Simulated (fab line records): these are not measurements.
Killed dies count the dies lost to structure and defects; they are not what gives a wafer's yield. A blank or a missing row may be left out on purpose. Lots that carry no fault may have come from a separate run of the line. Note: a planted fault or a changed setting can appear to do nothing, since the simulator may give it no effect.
Chamber matching | flow nand_harc | NHARC_P_GATE_HM_OPEN_105 on rie_diel-07: 3 sister chambers
The step chemistry O2/COS, target depth 360 nm. 6 wafers are shown with their chamber, then 6 later ones without.

## WAFERS WITH THEIR CHAMBER
wafer  | chamber | showerhead_plenum_p_Torr (Torr) | drypump_motor_current_A (A)
L764.2 | 2       | 3.21                            | 5.5
L765.2 | 1       | 3.31                            | 5.5
L765.3 | 0       | 3.20                            | 5.1
L765.6 | 1       | 3.31                            | 5.5
L767.3 | 2       | 3.20                            | 5.5
L767.4 | 0       | 3.20                            | 5.0

## WAFERS WITH NO CHAMBER GIVEN
wafer  | showerhead_plenum_p_Torr (Torr) | drypump_motor_current_A (A)
L767.5 | 3.31                            | 5.5
L768.2 | 3.31                            | 5.5
L768.4 | 3.20                            | 5.1
L769.3 | 3.20                            | 5.1
L769.5 | 3.20                            | 5.4
L769.6 | 3.31                            | 5.5

## WHICH CHAMBER EACH WENT THROUGH
wafer  | from the rows above | in truth
L767.5 | 1                   | 1
L768.2 | 1                   | 1
L768.4 | 0                   | 0
L769.3 | 0                   | 0
L769.5 | 2                   | 2
L769.6 | 1                   | 1
6 of 6 placed correctly. Left unplaced by these rows: 0. 0 placed wrongly.
How it was worked out, from the rows above alone: a wafer's distance from a chamber is the root of the sum, over the readings, of the square of ((its reading less the chamber's mean) divided by the reading's scatter). If the next closest chamber is less than 2 further off than the closest, the wafer can't be placed; otherwise it belongs to the closest. For every chamber, the mean is computed from those of its wafers that are shown. The scatter: take each reading less its chamber's mean, square it, sum over the shown wafers, divide by the number of wafers less the number of chambers, and take the root.
